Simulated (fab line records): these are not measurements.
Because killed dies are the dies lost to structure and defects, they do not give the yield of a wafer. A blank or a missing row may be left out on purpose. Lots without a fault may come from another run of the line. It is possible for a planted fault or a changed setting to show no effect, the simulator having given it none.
Matching of chambers	flow nand-harc	cmp-02 running NHARC_P_M0_CMP_23: 4 sister chambers
The step polishes, t overpolish 20 s, target thk 117.54 nm. 8 wafers are shown with their chamber, then 6 later ones without.

WAFERS PAIRED WITH THEIR CHAMBERS
wafer	chamber	motor-current-A (A)	time-to-endpoint-s (s)
L240.6	2	12.3	37
L253.1	0	12.1	23
L253.5	2	12.2	28
L255.5	3	11.4	22
L255.6	0	11.8	24
L257.1	1	14.0	25
L257.3	3	11.7	26
L257.6	1	14.3	23

WAFERS WITHOUT THEIR CHAMBER
wafer	motor-current-A (A)	time-to-endpoint-s (s)
L259.1	11.8	33
L259.4	14.1	26
L259.6	13.5	27
L262.2	10.9	24
L262.3	12.6	28
L262.5	14.1	26

CHAMBER TAKEN BY EACH
wafer	from the rows above	in truth
L259.1	can't be placed: 2 or 0 or 3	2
L259.4	1	1
L259.6	1	1
L262.2	3	3
L262.3	can't be placed: 2 or 0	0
L262.5	1	1
Correctly placed: 4 of 6. These rows do not allow placing 2 (true chamber among the candidates in 2). Wrongly placed: 0.
How it was worked out, from the rows above alone: a wafer's distance from a chamber is the root of the sum, over the readings, of the square of ((its reading less the chamber's mean) divided by the reading's scatter). The wafer belongs to the nearest chamber; if the next one is less than 2 further off, it can't be placed. Each chamber's mean is taken over the wafers shown for it. The scatter is the square root of a quotient: the sum, over the shown wafers, of each reading's squared deviation from its chamber's mean, divided by wafers minus chambers.
